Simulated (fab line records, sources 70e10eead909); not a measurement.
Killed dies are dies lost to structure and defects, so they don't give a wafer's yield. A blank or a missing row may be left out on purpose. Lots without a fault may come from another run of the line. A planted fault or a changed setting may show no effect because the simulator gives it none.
Which tool did it? | flow nand_harc | 24 lots, 72 wafers sampled, at 6 steps of a route of 1159

WHAT THE GAUGES READ, wafer by wafer
NHARC_P_M2_OVL_MEAS_10: pitch 340 nm. Usual: overlay_x_nm 0.2 nm, standard deviation 0.79; overlay_y_nm 0.2 nm, standard deviation 0.89.
lot  | measured     | on         | overlay_x_nm (nm) | overlay_y_nm (nm) | flag
L074 | day 6 14:20  | overlay-02 | -0.7 -1.3 -1.2    | 0.4 0.9 1.2       |
L076 | day 6 17:47  | overlay-02 | -0.1 -0.3 -0.3    | 1.9 2.1 1.3       |
L075 | day 6 18:35  | overlay-01 | 0.7 0.0 0.0       | -0.3 0.0 -0.4     |
L077 | day 6 22:56  | overlay-02 | 0.3 -0.3 0.0      | 1.1 -0.1 0.2      |
L078 | day 7 07:57  | overlay-01 | 0.7 0.8 -0.1      | 0.3 0.2 0.3       |
L079 | day 7 08:32  | overlay-02 | 0.2 -0.9 -0.2     | 0.9 0.4 0.8       |
L081 | day 7 15:39  | overlay-02 | 0.1 -0.2 0.5      | -1.0 -1.1 -1.8    |
L080 | day 7 15:49  | overlay-01 | 0.9 1.0 1.3       | 1.4 1.0 0.5       |
L083 | day 8 12:31  | overlay-02 | -0.9 -1.0 -1.2    | -0.4 0.1 -0.3     |
L082 | day 8 13:20  | overlay-02 | -1.0 -0.7 -0.4    | -1.0 -1.0 -1.7    |
L085 | day 8 15:02  | overlay-02 | -0.2 0.0 0.0      | 0.0 0.0 0.0       |
L084 | day 8 16:42  | overlay-02 | 0.0 -0.6 -0.7     | 0.8 1.1 0.5       |
L086 | day 9 08:43  | overlay-02 | -0.3 0.2 -0.2     | 0.1 -0.4 0.6      |
L087 | day 9 09:46  | overlay-02 | 0.1 -0.1 0.0      | 1.5 1.7 0.9       |
L088 | day 9 18:05  | overlay-01 | 1.3 1.2 1.3       | -1.6 -1.5 -1.3    |
L089 | day 10 03:14 | overlay-01 | 0.4 0.6 1.3       | 0.9 0.5 0.1       |
L090 | day 10 03:55 | overlay-02 | 1.0 0.7 -0.1      | 0.3 0.9 0.0       |
L091 | day 10 16:22 | overlay-02 | 1.7 1.8 1.9       | 1.3 0.6 0.8       |
L092 | day 11 00:20 | overlay-01 | -0.1 -0.1 -0.8    | -0.1 0.2 0.0      |
L093 | day 11 00:39 | overlay-02 | 0.4 0.4 0.4       | 1.1 0.8 1.1       |
L094 | day 11 03:22 | overlay-02 | -0.1 -0.3 -0.6    | 0.8 0.9 1.0       |
L095 | day 11 08:58 | overlay-01 | 0.2 0.1 -0.1      | -0.6 -0.2 -0.1    |
L096 | day 11 14:42 | overlay-01 | 1.7 1.6 1.8       | -1.1 -0.9 -1.5    |
L097 | day 12 08:42 | overlay-02 | 0.7 0.8 0.5       | 0.6 0.4 0.7       |

NHARC_P_M2_THK_MEAS_24: measures by xrf. Usual: thk_nm 144.4 nm, standard deviation 1.6.
lot  | measured     | on            | thk_nm (nm)       | flag
L074 | day 6 16:56  | film_metro-02 | 143.9 143.9 140.9 |
L076 | day 6 20:26  | film_metro-02 | 145.7 142.3 143.3 |
L075 | day 6 21:07  | film_metro-02 | 144.0 144.9 143.5 |
L077 | day 7 01:33  | film_metro-01 | 143.2 143.9 145.9 |
L078 | day 7 10:38  | film_metro-01 | 146.9 144.8 145.1 |
L079 | day 7 11:23  | film_metro-02 | 146.1 148.7 145.2 |
L081 | day 7 18:25  | film_metro-02 | 144.0 144.6 143.5 |
L080 | day 7 18:25  | film_metro-01 | 142.9 141.5 142.7 |
L083 | day 8 15:23  | film_metro-01 | 145.5 144.1 144.9 |
L082 | day 8 15:52  | film_metro-02 | 145.2 143.5 142.4 |
L085 | day 8 17:58  | film_metro-01 | 143.8 145.4 142.5 |
L084 | day 8 19:15  | film_metro-02 | 147.0 146.9 146.4 |
L086 | day 9 11:14  | film_metro-02 | 145.5 143.7 147.2 |
L087 | day 9 12:16  | film_metro-01 | 141.3 144.7 143.0 |
L088 | day 9 20:40  | film_metro-01 | 147.3 144.9 144.7 |
L089 | day 10 05:47 | film_metro-02 | 143.5 144.1 144.9 |
L090 | day 10 06:26 | film_metro-01 | 142.8 143.5 146.3 |
L091 | day 10 19:04 | film_metro-02 | 143.7 146.7 144.8 |
L092 | day 11 03:06 | film_metro-01 | 140.4 145.0 143.2 |
L093 | day 11 03:25 | film_metro-02 | 143.4 143.9 145.5 |
L094 | day 11 05:53 | film_metro-01 | 144.1 140.5 142.7 |
L095 | day 11 11:30 | film_metro-02 | 141.6 143.7 144.2 |
L096 | day 11 17:46 | film_metro-01 | 146.7 142.7 143.7 |
L097 | day 12 11:14 | film_metro-02 | 143.5 145.5 143.7 |

WHICH TOOL RAN EACH LOT (tool, then ch and the chambers of the sampled wafers, then the start)
lot  | NHARC_P_M0_PRE_CLEAN_31         | NHARC_P_M2_ETCH_35                 | NHARC_P_M2_PVD_21                       | NHARC_P_M2_ANNEAL_31
L074 | pecvd-02 ch 0,1,2, day 6 08:25  | rie_diel-09 ch 1,2,3, day 6 14:32  | pvd_sputter-01, day 6 16:16 or earlier  | rtp_anneal-02 ch 0, day 6 16:16
L076 | pecvd-01 ch 0,2, day 6 12:17    | rie_diel-09 ch 0,1, day 6 17:58    | pvd_sputter-01, day 6 19:47 or earlier  | rtp_anneal-02 ch 0, day 6 19:47
L075 | pecvd-02 ch 1,2, day 6 12:35    | rie_diel-10 ch 0,3, day 6 18:47    | pvd_sputter-02, day 6 20:30 or earlier  | rtp_anneal-02 ch 0, day 6 20:30
L077 | pecvd-01 ch 0,1, day 6 17:29    | rie_diel-03 ch 0,1,3, day 6 23:08  | pvd_sputter-03, day 7 00:48 or earlier  | rtp_anneal-01 ch 0, day 7 00:48
L078 | pecvd-03 ch 0,1,2, day 7 02:32  | rie_diel-09 ch 0,1, day 7 08:09    | pvd_sputter-03, day 7 09:58 or earlier  | rtp_anneal-02 ch 0, day 7 09:58
L079 | pecvd-03 ch 0,1,2, day 7 02:58  | rie_diel-09 ch 0,1, day 7 08:52    | pvd_sputter-01, day 7 10:44 or earlier  | rtp_anneal-02 ch 0, day 7 10:44
L081 | pecvd-01 ch 0,1, day 7 09:11    | rie_diel-09 ch 0,1,3, day 7 15:51  | pvd_sputter-03, day 7 17:45 or earlier  | rtp_anneal-01 ch 0, day 7 17:45
L080 | pecvd-03 ch 0,1,2, day 7 09:29  | rie_diel-09 ch 0,1,3, day 7 16:04  | pvd_sputter-02, day 7 17:54 or earlier  | rtp_anneal-02 ch 0, day 7 17:54
L083 | pecvd-02 ch 0,1,2, day 8 06:58  | rie_diel-03 ch 1,2,3, day 8 12:43  | pvd_sputter-01, day 8 14:43 or earlier  | rtp_anneal-02 ch 0, day 8 14:43
L082 | pecvd-02 ch 1,2, day 8 07:43    | rie_diel-09 ch 0,1, day 8 13:31    | pvd_sputter-03, day 8 15:14 or earlier  | rtp_anneal-01 ch 0, day 8 15:14
L085 | pecvd-02 ch 0,2, day 8 09:35    | rie_diel-09 ch 0,1, day 8 15:13    | pvd_sputter-01, day 8 17:21 or earlier  | rtp_anneal-02 ch 0, day 8 17:21
L084 | pecvd-03 ch 0,1,2, day 8 10:48  | rie_diel-09 ch 0,1, day 8 16:53    | pvd_sputter-01, day 8 18:36 or earlier  | rtp_anneal-02 ch 0, day 8 18:36
L086 | pecvd-02 ch 0,1,2, day 9 03:18  | rie_diel-09 ch 0,1,2, day 9 08:55  | pvd_sputter-03, day 9 10:38 or earlier  | rtp_anneal-01 ch 0, day 9 10:38
L087 | pecvd-02 ch 1,2, day 9 04:10    | rie_diel-09 ch 1,3, day 9 09:56    | pvd_sputter-01, day 9 11:40 or earlier  | rtp_anneal-02 ch 0, day 9 11:40
L088 | pecvd-03 ch 0,1,2, day 9 12:26  | rie_diel-10 ch 0,2,3, day 9 18:17  | pvd_sputter-03, day 9 20:07 or earlier  | rtp_anneal-01 ch 0, day 9 20:07
L089 | pecvd-02 ch 0,2, day 9 21:39    | rie_diel-09 ch 0,2,3, day 10 03:26 | pvd_sputter-03, day 10 05:07 or earlier | rtp_anneal-01 ch 0, day 10 05:07
L090 | pecvd-01 ch 0,2, day 9 22:20    | rie_diel-09 ch 0,3, day 10 04:05   | pvd_sputter-01, day 10 05:47 or earlier | rtp_anneal-02 ch 0, day 10 05:47
L091 | pecvd-02 ch 0,1,2, day 10 10:43 | rie_diel-09 ch 1,2, day 10 16:32   | pvd_sputter-02, day 10 18:34 or earlier | rtp_anneal-02 ch 0, day 10 18:34
L092 | pecvd-01 ch 0,1,2, day 10 18:33 | rie_diel-09 ch 0,3, day 11 00:31   | pvd_sputter-02, day 11 02:29 or earlier | rtp_anneal-01 ch 0, day 11 02:29
L093 | pecvd-03 ch 1,2, day 10 18:41   | rie_diel-09 ch 0,3, day 11 00:53   | pvd_sputter-02, day 11 02:45 or earlier | rtp_anneal-01 ch 0, day 11 02:45
L094 | pecvd-03 ch 0,1, day 10 21:49   | rie_diel-09 ch 0,1,3, day 11 03:32 | pvd_sputter-02, day 11 05:16 or earlier | rtp_anneal-01 ch 0, day 11 05:16
L095 | pecvd-02 ch 0,1,2, day 11 03:32 | rie_diel-09 ch 0,1,2, day 11 09:10 | pvd_sputter-01, day 11 10:50 or earlier | rtp_anneal-01 ch 0, day 11 10:50
L096 | pecvd-03 ch 0,1,2, day 11 09:22 | rie_diel-03 ch 0,2,3, day 11 14:54 | pvd_sputter-01, day 11 17:16 or earlier | rtp_anneal-01 ch 0, day 11 17:16
L097 | pecvd-02 ch 0,2, day 12 03:06   | rie_diel-10 ch 0,1,2, day 12 08:53 | pvd_sputter-02, day 12 10:37 or earlier | rtp_anneal-01 ch 0, day 12 10:37
- NHARC_P_M0_PRE_CLEAN_31: time 12 s.
- NHARC_P_M2_ETCH_35: etches the open film in N2/H2, target depth 40 nm, overetch 12 nm, time 43.94 s.
- NHARC_P_M2_PVD_21: deposits Cu, target thk 30 nm, time 20.49 s.
- NHARC_P_M2_ANNEAL_31: time 90 s.

WHAT THE TOOLS THEMSELVES READ (means of the sampled wafers that have a number; where no wafer has one, the mark that the record gives instead)
NHARC_P_M0_PRE_CLEAN_31. Usual: heater_power_outer_w 363 W, standard deviation 56; heater_power_w 633 W, standard deviation 64; susceptor_temp_C 370.02 C, standard deviation 0.21.
lot  | tool     | heater_power_outer_w (W) | heater_power_w (W) | susceptor_temp_C (C) | flag
L074 | pecvd-02 | 402                      | 682                | 369.99               |
L076 | pecvd-01 | 439                      | 702                | 370.17               |
L075 | pecvd-02 | 384                      | 662                | 370.12               |
L077 | pecvd-01 | 389                      | 665                | 370.10               |
L078 | pecvd-03 | 344                      | 633                | 369.96               |
L079 | pecvd-03 | 332                      | 613                | 369.76               |
L081 | pecvd-01 | 404                      | 651                | 370.33               |
L080 | pecvd-03 | 320                      | 602                | 369.75               |
L083 | pecvd-02 | 346                      | 595                | 369.95               |
L082 | pecvd-02 | 426                      | 702                | 370.01               |
L085 | pecvd-02 | 384                      | 643                | 369.90               |
L084 | pecvd-03 | 306                      | 590                | 369.98               |
L086 | pecvd-02 | 348                      | 594                | 370.09               |
L087 | pecvd-02 | 378                      | 641                | 370.04               |
L088 | pecvd-03 | 317                      | 610                | 369.89               |
L089 | pecvd-02 | 321                      | 582                | 369.97               |
L090 | pecvd-01 | 398                      | 645                | 370.14               |
L091 | pecvd-02 | 396                      | 664                | 370.12               |
L092 | pecvd-01 | 400                      | 664                | 370.08               |
L093 | pecvd-03 | 299                      | 573                | 369.94               |
L094 | pecvd-03 | 333                      | 615                | 369.95               |
L095 | pecvd-02 | 382                      | 642                | 369.94               |
L096 | pecvd-03 | 338                      | 632                | 369.94               |
L097 | pecvd-02 | 315                      | 566                | 369.81               |

NHARC_P_M2_ETCH_35. Usual: drypump_motor_current_A 6.0 A, standard deviation 0.59; oes_product_au 0.999 a.u., standard deviation 0.012; rf_vpp_V 430.6 V, standard deviation 2.5; showerhead_plenum_p_Torr 2.05 Torr, standard deviation 0.092; throttle_valve_pct 14.173 %, standard deviation 0.0092.
lot  | tool        | drypump_motor_current_A (A) | oes_product_au (a.u.) | rf_vpp_V (V) | showerhead_plenum_p_Torr (Torr) | throttle_valve_pct (%) | flag
L074 | rie_diel-09 | 5.7                         | 0.996                 | 429.6        | 2.03                            | 14.172                 |
L076 | rie_diel-09 | 6.2                         | 1.011                 | 432.1        | 2.09                            | 14.169                 |
L075 | rie_diel-10 | 5.3                         | 1.000                 | 430.4        | 2.02                            | 14.180                 |
L077 | rie_diel-03 | 6.0                         | 0.994                 | 431.0        | 2.01                            | 14.180                 |
L078 | rie_diel-09 | 6.0                         | 1.018                 | 430.2        | 2.06                            | 14.177                 |
L079 | rie_diel-09 | 5.9                         | 1.002                 | 430.9        | 2.07                            | 14.180                 |
L081 | rie_diel-09 | 6.2                         | 0.999                 | 429.6        | 2.02                            | 14.169                 |
L080 | rie_diel-09 | 6.2                         | 1.013                 | 429.6        | 2.02                            | 14.174                 |
L083 | rie_diel-03 | 5.7                         | 0.991                 | 431.3        | 2.07                            | 14.173                 |
L082 | rie_diel-09 | 6.2                         | 1.006                 | 432.1        | 2.09                            | 14.168                 |
L085 | rie_diel-09 | 5.9                         | 1.010                 | 430.4        | 2.06                            | 14.177                 |
L084 | rie_diel-09 | 5.9                         | 1.020                 | 431.1        | 2.06                            | 14.160                 |
L086 | rie_diel-09 | 5.7                         | 0.989                 | 432.3        | 2.10                            | 14.179                 |
L087 | rie_diel-09 | 6.3                         | 1.003                 | 429.3        | 1.95                            | 14.177                 |
L088 | rie_diel-10 | 5.6                         | 1.003                 | 431.4        | 2.06                            | 14.180                 |
L089 | rie_diel-09 | 6.0                         | 0.992                 | 430.8        | 2.06                            | 14.170                 |
L090 | rie_diel-09 | 6.5                         | 0.998                 | 428.3        | 1.97                            | 14.169                 |
L091 | rie_diel-09 | 5.4                         | 1.006                 | 431.3        | 2.08                            | 14.156                 |
L092 | rie_diel-09 | 6.5                         | 0.993                 | 428.5        | 1.97                            | 14.172                 |
L093 | rie_diel-09 | 6.5                         | 0.996                 | 429.0        | 1.97                            | 14.174                 |
L094 | rie_diel-09 | 6.2                         | 0.999                 | 430.0        | 2.02                            | 14.176                 |
L095 | rie_diel-09 | 5.7                         | 0.996                 | 432.5        | 2.10                            | 14.176                 |
L096 | rie_diel-03 | 5.9                         | 0.996                 | 431.8        | 2.08                            | 14.172                 |
L097 | rie_diel-10 | 6.1                         | 1.004                 | 431.3        | 2.06                            | 14.171                 |

NHARC_P_M2_PVD_21. Usual: chamber_pressure_pa 4.998 Pa, standard deviation 0.0098; throttle_valve_pct 30.2 %, standard deviation 1.1.
lot  | tool           | chamber_pressure_pa (Pa) | throttle_valve_pct (%) | flag
L074 | pvd_sputter-01 | 4.995                    | 30.6                   |
L076 | pvd_sputter-01 | 4.999                    | 30.5                   |
L075 | pvd_sputter-02 | 4.999                    | 30.7                   |
L077 | pvd_sputter-03 | 4.996                    | 31.5                   |
L078 | pvd_sputter-03 | 4.995                    | 30.6                   |
L079 | pvd_sputter-01 | 5.002                    | 30.9                   |
L081 | pvd_sputter-03 | 4.987                    | 30.1                   |
L080 | pvd_sputter-02 | 5.001                    | 30.2                   |
L083 | pvd_sputter-01 | 4.996                    | 29.4                   |
L082 | pvd_sputter-03 | 4.999                    | 30.2                   |
L085 | pvd_sputter-01 | 5.003                    | 30.8                   |
L084 | pvd_sputter-01 | 5.001                    | 30.1                   |
L086 | pvd_sputter-03 | 5.000                    | 30.6                   |
L087 | pvd_sputter-01 | 5.004                    | 29.8                   |
L088 | pvd_sputter-03 | 4.998                    | 30.5                   |
L089 | pvd_sputter-03 | 5.001                    | 29.1                   |
L090 | pvd_sputter-01 | 5.013                    | 29.0                   |
L091 | pvd_sputter-02 | 5.003                    | 31.2                   |
L092 | pvd_sputter-02 | 5.002                    | 30.0                   |
L093 | pvd_sputter-02 | 5.003                    | 30.1                   |
L094 | pvd_sputter-02 | 5.001                    | 30.1                   |
L095 | pvd_sputter-01 | 4.995                    | 29.7                   |
L096 | pvd_sputter-01 | 4.995                    | 29.6                   |
L097 | pvd_sputter-02 | 4.990                    | 31.0                   |

NHARC_P_M2_ANNEAL_31. Usual: anneal_temp_c 224.99 C, standard deviation 0.16; wafer_temp_C_max 226.4, standard deviation 0.34.
lot  | tool          | anneal_temp_c (C) | wafer_temp_C_max | flag
L074 | rtp_anneal-02 | 225.06            | 226.2            |
L076 | rtp_anneal-02 | 224.93            | 226.2            |
L075 | rtp_anneal-02 | 224.93            | 226.0            |
L077 | rtp_anneal-01 | 224.91            | 226.5            |
L078 | rtp_anneal-02 | 224.96            | 226.2            |
L079 | rtp_anneal-02 | 225.14            | 226.4            |
L081 | rtp_anneal-01 | 225.15            | 226.7            |
L080 | rtp_anneal-02 | 225.02            | 226.1            |
L083 | rtp_anneal-02 | 225.18            | 226.1            |
L082 | rtp_anneal-01 | 225.20            | 226.5            |
L085 | rtp_anneal-02 | 224.94            | 225.9            |
L084 | rtp_anneal-02 | 224.77            | 226.2            |
L086 | rtp_anneal-01 | 224.78            | 226.3            |
L087 | rtp_anneal-02 | 224.77            | 226.1            |
L088 | rtp_anneal-01 | 225.00            | 226.7            |
L089 | rtp_anneal-01 | 225.07            | 226.8            |
L090 | rtp_anneal-02 | 224.89            | 226.6            |
L091 | rtp_anneal-02 | 225.21            | 226.5            |
L092 | rtp_anneal-01 | 225.01            | 226.7            |
L093 | rtp_anneal-01 | 224.77            | 226.4            |
L094 | rtp_anneal-01 | 224.93            | 226.8            |
L095 | rtp_anneal-01 | 225.06            | 226.7            |
L096 | rtp_anneal-01 | 224.86            | 227.0            |
L097 | rtp_anneal-01 | 225.03            | 226.6            |

THE ANSWER, worked out from the rows above alone
Rule: a lot is off if the mean of its wafers that have a number lies more than 3 standard deviations from the usual mean. A lot without any number at a reading at which 4 lots or more have one is off too. The other lots that the step has rows for count as sound. The gauges are gone through in route order, then the tools' own readings, and for those a lot's mean is taken as printed above. The first step at which some lot is off is used, and at that step the reading that is off furthest; a lot without a number counts as furthest.
No lot is off at any reading shown: from this, nothing can be told.

WHAT THE SIMULATOR HAD PUT IN
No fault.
